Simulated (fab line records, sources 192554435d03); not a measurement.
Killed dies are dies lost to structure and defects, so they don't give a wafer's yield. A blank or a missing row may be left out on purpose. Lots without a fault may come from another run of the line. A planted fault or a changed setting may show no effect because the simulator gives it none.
A struck lot beside a sound one | flow n5_finfet | 15 steps out of a route of 1938
Sound: wafers L940.1, L940.3, L940.5. Struck: wafer L938.4. (L938.3 of the same lot was not struck and is left out.) The cause comes at the end.
At each step with rows: each side's tool, then ch and its chambers, then its first start. Under that, the readings that differ: sound wafers | struck wafers | difference of the means | sigmas: that difference in standard deviations of wafers without a fault.
alike: readings whose means differ by less than 2 such deviations, and words and numbers that are the same on both sides. not compared: withheld readings, readings that some wafer has no value for, bounds like >300 that may hide the same value, and numbers for which the record gives no deviation and whose values overlap.
The two part at a step that has a row with sigmas, a row that says differs or no value, or rows on one side only. Numbers that don't overlap but have no deviation are shown without sigmas and don't part them. A reading that every wafer of one side lacks parts them only if that side has two wafers or more.

first, 3 steps without rows for these wafers: N5_BEOL_M5_EXPOSE_25 (exposes mask V4, defocus 10 nm); N5_BEOL_M5_PEB_26 (peb time 60 s); N5_BEOL_M5_DEVELOP_27 (develop time 30 s).
N5_BEOL_M5_CD_MEAS_28: target cd 30.6 nm, target cd y 20 nm.
  sound on cd_sem-01 ch 0, day 13 15:37; struck on cd_sem-02 ch 0, day 13 04:07
  alike: cd_nm
N5_BEOL_M5_OVL_MEAS_29:
  sound on overlay-02 ch 0, day 13 15:39; struck on overlay-02 ch 0, day 13 04:10
  alike: V4_OVL
N5_BEOL_M5_INSPECT_30: inspects for defects (brightfield).
  sound on defect_inspect-02, day 13 15:42; struck on defect_inspect-01, day 13 04:13
  alike: raw_defect_count
N5_BEOL_M5_DESCUM_33: chemistry O2, time 7 s.
  sound on rie_diel-03 ch 0,2,3, day 13 15:44; struck on rie_diel-01 ch 3, day 13 04:26
  alike: drypump_motor_current_A, oes_product_au, rf_vpp_V, showerhead_plenum_p_Torr, temp_c, throttle_valve_pct
  not compared: rf_hours_counter_h
N5_BEOL_M5_ETCH_75: etches underlayer in N2/H2, target depth 6.5 nm, time 5.2 s.
  sound on rie_diel-03 ch 0,2,3, day 13 15:46; struck on rie_diel-01 ch 3, day 13 04:28
  alike: drypump_motor_current_A, etch_rf_on_time_s, oes_product_au, rf_vpp_V, showerhead_plenum_p_Torr, throttle_valve_pct
  not compared: rf_hours_counter_h
N5_BEOL_M5_ETCH_67: etches SiARC in CF4, target depth 15.6 nm, time 26 s.
  sound on rie_diel-03 ch 0,2,3, day 13 15:47; struck on rie_diel-01 ch 3, day 13 04:29
  alike: drypump_motor_current_A, etch_rf_on_time_s, oes_product_au, rf_vpp_V, showerhead_plenum_p_Torr, throttle_valve_pct
  not compared: rf_hours_counter_h
N5_BEOL_M5_ETCH_68: etches SOC in N2/H2, target depth 80 nm, overetch 16 nm, time 120 s.
  sound on rie_diel-03 ch 0,2,3, day 13 15:49; struck on rie_diel-01 ch 3, day 13 04:31
  alike: drypump_motor_current_A, oes_product_au, rf_vpp_V, showerhead_plenum_p_Torr, temp_c, throttle_valve_pct
  not compared: rf_hours_counter_h
then, 2 steps without rows for these wafers: N5_BEOL_M5_STRIP_69 (strips in N2/H2); N5_BEOL_M5_STRIP_76 (strips in N2/H2).
N5_BEOL_M5_VIA_ETCH_34: etches SiCOH lowk in C4F6/O2, target depth 88.3 nm, time 39.2 s.
  sound on rie_diel-03 ch 0,2,3, day 13 15:55; struck on rie_diel-01 ch 3, day 13 04:37
  reading                                  | sound            | struck | difference | sigmas
  oes_product_au (a.u.)                    | 0.81 0.90 0.80   | 1.15   | +0.31      | +4
  model.etch.depth_nm (nm)                 | 90.02 89.3 89.13 | 134.6  | +45.1      |
  model.SOC_of_BEOL_M5_COAT_65.thk_nm (nm) | 56 55.8 55.8     | 53.4   | -2.5       |
  alike: drypump_motor_current_A, rf_vpp_V, showerhead_plenum_p_Torr, throttle_valve_pct
  not compared: rf_hours_counter_h
then, 1 step without rows for these wafers: N5_BEOL_M5_STRIP_85 (strips in C4F6/O2).
N5_PASSIVATION_PROBE_49:
  the record has rows for the sound wafers here (prober-01, day 18 08:57) and none for the struck ones

WHERE THEY PART
First at N5_BEOL_M5_VIA_ETCH_34; last, within this record, at N5_PASSIVATION_PROBE_49.

WHY: what the simulator had put in
Process parameter drift: rie_diel-01, from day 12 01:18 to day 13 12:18, at N5_BEOL_M5_VIA_ETCH_34. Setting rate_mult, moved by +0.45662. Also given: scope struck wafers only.
